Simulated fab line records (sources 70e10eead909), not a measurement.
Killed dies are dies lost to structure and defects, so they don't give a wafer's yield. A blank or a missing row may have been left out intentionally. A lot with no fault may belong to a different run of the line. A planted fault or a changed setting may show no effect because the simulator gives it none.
Which tool is to blame? ; flow nandHarc ; 21 wafers from 7 lots sampled at 2 of the route's 1302 steps

WHAT THE GAUGES READ, wafer by wafer
NHARC_A_BONDPAD_THK_MEAS_20: measures by xrf.
lot;measured;on;thkNm (nm)
L769;day 24 07:42;filmMetro-01;170.0 173.5 169.8
L771;day 24 18:35;filmMetro-01;170.4 169.4 165.4
L777;day 28 03:28;filmMetro-01;172.1 171.0 170.6
L780;day 29 09:25;filmMetro-02;168.3 169.9 170.0
L782;day 30 07:12;filmMetro-02;168.4 167.9 169.8
L786;day 31 15:29;filmMetro-02;170.4 170.4 171.2
L789;day 32 10:40;filmMetro-02;172.7 168.5 171.0

EACH LOT AND THE TOOL THAT RAN IT (in order: tool; ch and the chambers of the sampled wafers; start)
lot;NHARC_A_SLIT_DEP_25
L769;pecvd-03 ch 0,1,2, day 20 18:51
L771;pecvd-01 ch 0,1,2, day 21 05:43
L777;pecvd-01 ch 0,1,2, day 24 06:35
L780;pecvd-01 ch 0,1,2, day 25 12:04
L782;pecvd-02 ch 0,1,2, day 26 11:01
L786;pecvd-01 ch 0,1,2, day 27 23:38
L789;pecvd-01 ch 0,1,2, day 28 16:49
- NHARC_A_SLIT_DEP_25: deposits SiO2, target thk 200 nm.

THE ANSWER, worked out from the rows above alone
Rule: the usual values come from the lots themselves. The widest of any qualifying gaps counts: lots, ordered by their means at a reading, are off when they make up no more than a third of the lots, leave a main group of 4 or more, and stand apart from it by 3 or more times the standard deviation of that group's means. A main group is skipped when, at the precision printed for the reading in the tables above, its means are all equal. A lot without any number at a reading at which 4 lots or more have one is off too. Any other lot the step has rows for is counted as sound.
Across all readings shown, no lot is off: no conclusion can be drawn from this.

WHAT HAD BEEN PUT IN BY THE SIMULATOR
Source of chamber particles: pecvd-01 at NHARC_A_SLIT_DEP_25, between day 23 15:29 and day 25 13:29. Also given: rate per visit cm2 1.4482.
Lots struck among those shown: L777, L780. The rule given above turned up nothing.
